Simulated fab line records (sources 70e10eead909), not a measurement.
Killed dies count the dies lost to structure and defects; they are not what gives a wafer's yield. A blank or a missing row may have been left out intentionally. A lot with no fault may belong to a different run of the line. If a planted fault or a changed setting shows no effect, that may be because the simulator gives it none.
Matching of chambers | flow nand-harc | ald-hk-02 running NHARC_A_CHANNEL_FILL_D2_ALD_25: 4 sister chambers
The step deposits SiOx, target thk 60 nm, pulse time 10 s, ald cycles 600. 4 wafers are shown with their chamber, then 11 later ones without.

== WAFERS WITH THEIR CHAMBER ==
wafer  | chamber | heater-power-w (W)
L089.3 | 3       | 454
L089.4 | 0       | 579
L089.6 | 2       | 378
L091.4 | 1       | 514

== WAFERS WHOSE CHAMBER IS MISSING ==
wafer  | heater-power-w (W)
L091.2 | 585
L091.5 | 516
L095.2 | 575
L095.3 | 433
L095.6 | 495
L097.3 | 504
L097.1 | 403
L097.2 | 432
L097.4 | 567
L097.5 | 396
L097.6 | 497

== CHAMBER TAKEN BY EACH ==
wafer  | from the rows above     | in truth
L091.2 | 0                       | 0
L091.5 | 1                       | 1
L095.2 | 0                       | 0
L095.3 | 3                       | 3
L095.6 | can't be placed: 1 or 3 | 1
L097.3 | 1                       | 1
L097.1 | can't be placed: 2 or 3 | 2
L097.2 | can't be placed: 3 or 2 | 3
L097.4 | 0                       | 0
L097.5 | 2                       | 2
L097.6 | can't be placed: 1 or 3 | 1
7 of 11 placed correctly. Not placeable from these rows: 4 (in 4, the candidates include the true chamber). Placed wrongly: 0.
How it was worked out, from the rows above alone: a wafer's distance from a chamber is the root of the sum, over the readings, of the square of ((its reading less the chamber's mean) divided by the reading's scatter). If the next closest chamber is less than 2 further off than the closest, the wafer can't be placed; otherwise it belongs to the closest. Each chamber's mean is taken over the wafers shown for it. The scatter: root of mean squared gap, hidden wafer to nearest shown wafer, with one shown wafer a chamber.
